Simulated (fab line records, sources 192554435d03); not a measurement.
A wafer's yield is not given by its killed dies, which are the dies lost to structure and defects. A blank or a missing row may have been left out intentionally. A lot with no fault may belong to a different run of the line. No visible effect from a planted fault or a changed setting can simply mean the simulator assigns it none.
Which tool is to blame? ; flow n5 finfet ; route of 1938 steps, sampled at 1 step: 12 lots, 36 wafers

## WHAT THE GAUGES SHOWED, per wafer
N5_HKMG_FIN_THK_MEAS_70: measures by xrf.
lot;measured;on;HK_THK (nm)
L075;day 4 14:05;film metro-01;1.592 1.625 1.610
L077;day 4 21:57;film metro-02;1.614 1.615 1.628
L079;day 5 11:08;film metro-01;1.618 1.606 1.593
L081;day 5 22:38;film metro-02;1.600 1.630 1.599
L083;day 6 09:14;film metro-02;1.623 1.600 1.648
L085;day 6 23:27;film metro-01;1.611 1.609 1.599
L087;day 7 10:29;film metro-01;1.611 1.615 1.620
L089;day 7 23:40;film metro-02;1.624 1.619 1.563
L091;day 8 07:37;film metro-01;1.596 1.611 1.622
L093;day 8 18:59;film metro-01;1.589 1.587 1.604
L095;day 9 08:14;film metro-02;1.585 1.580 1.620
L097;day 9 19:43;film metro-01;1.635 1.635 1.634

## EACH LOT AND THE TOOL THAT RAN IT (in order: tool; ch and the chambers of the sampled wafers; start)
Record: no process step prior to these readings.

## THE ANSWER, worked out from the rows above alone
Rule: what is usual is taken from the lots themselves. Put in order of their means at a reading, lots are off if they are a third of the lots or fewer, leave a main group of 4 or more, and stand apart from it by a gap of 3 or more times the standard deviation of the main group's means; of several such gaps the widest counts. The tables above print the reading to a certain number of digits; a main group whose means all agree to those digits is not used. Also off: a lot with no number at a reading for which 4 or more lots have one. Any other lot the step has rows for is counted as sound.
No lot is off at any reading shown: from this, nothing can be told.

## WHAT WAS PUT IN BY THE SIMULATOR
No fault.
